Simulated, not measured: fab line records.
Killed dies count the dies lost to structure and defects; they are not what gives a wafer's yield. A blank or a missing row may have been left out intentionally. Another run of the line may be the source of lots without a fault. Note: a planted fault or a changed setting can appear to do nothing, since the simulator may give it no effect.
Chamber matching + flow nand_harc + cmp-01 running NHARC_A_SGD_CUT_CMP_21: 4 sister chambers
The step polishes, target thk 148.19 nm. 8 wafers are shown with their chamber, then 11 later ones without.

WAFERS, EACH WITH ITS CHAMBER
| wafer  | chamber | motor_current_A (A) | time_to_endpoint_s (s) |
|--------|---------|---------------------|------------------------|
| L083.5 | 2       | 10.1                | 57                     |
| L087.5 | 1       | 11.3                | 53                     |
| L088.1 | 3       | 10.9                | 49                     |
| L088.4 | 1       | 11.2                | 54                     |
| L091.1 | 0       | 11.9                | 56                     |
| L091.3 | 2       | 10.4                | 55                     |
| L091.6 | 3       | 11.0                | 46                     |
| L093.3 | 0       | 12.6                | 52                     |

WAFERS WITHOUT THEIR CHAMBER
| wafer  | motor_current_A (A) | time_to_endpoint_s (s) |
|--------|---------------------|------------------------|
| L093.4 | 10.4                | 54                     |
| L093.6 | 11.6                | 49                     |
| L096.1 | 11.2                | 50                     |
| L096.2 | 12.2                | 55                     |
| L096.5 | 11.5                | 48                     |
| L097.3 | 13.1                | 55                     |
| L097.4 | 10.5                | 55                     |
| L097.6 | 11.2                | 51                     |
| L097.1 | 11.7                | 50                     |
| L097.2 | 10.6                | 45                     |
| L097.5 | 12.7                | 53                     |

WHICH CHAMBER EACH ONE RAN IN
| wafer  | from the rows above          | in truth |
|--------|------------------------------|----------|
| L093.4 | can't be placed: 2 or 1      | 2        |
| L093.6 | can't be placed: 3 or 1 or 0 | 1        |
| L096.1 | can't be placed: 3 or 1      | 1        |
| L096.2 | 0                            | 0        |
| L096.5 | can't be placed: 3 or 1      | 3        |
| L097.3 | 0                            | 0        |
| L097.4 | can't be placed: 2 or 1      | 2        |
| L097.6 | can't be placed: 1 or 3      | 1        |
| L097.1 | can't be placed: 1 or 0 or 3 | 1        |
| L097.2 | 3                            | 3        |
| L097.5 | 0                            | 0        |
Correctly placed: 4 of 11. Cannot be placed on the basis of these rows: 7; the candidates contain the true chamber in 7. Placed wrongly: 0.
How it was worked out, from the rows above alone: a wafer's distance from a chamber is the root of the sum, over the readings, of the square of ((its reading less the chamber's mean) divided by the reading's scatter). If the next closest chamber is less than 2 further off than the closest, the wafer can't be placed; otherwise it belongs to the closest. Each chamber's mean is taken over the wafers shown for it. The scatter is the square root of a quotient: the sum, over the shown wafers, of each reading's squared deviation from its chamber's mean, divided by wafers minus chambers.
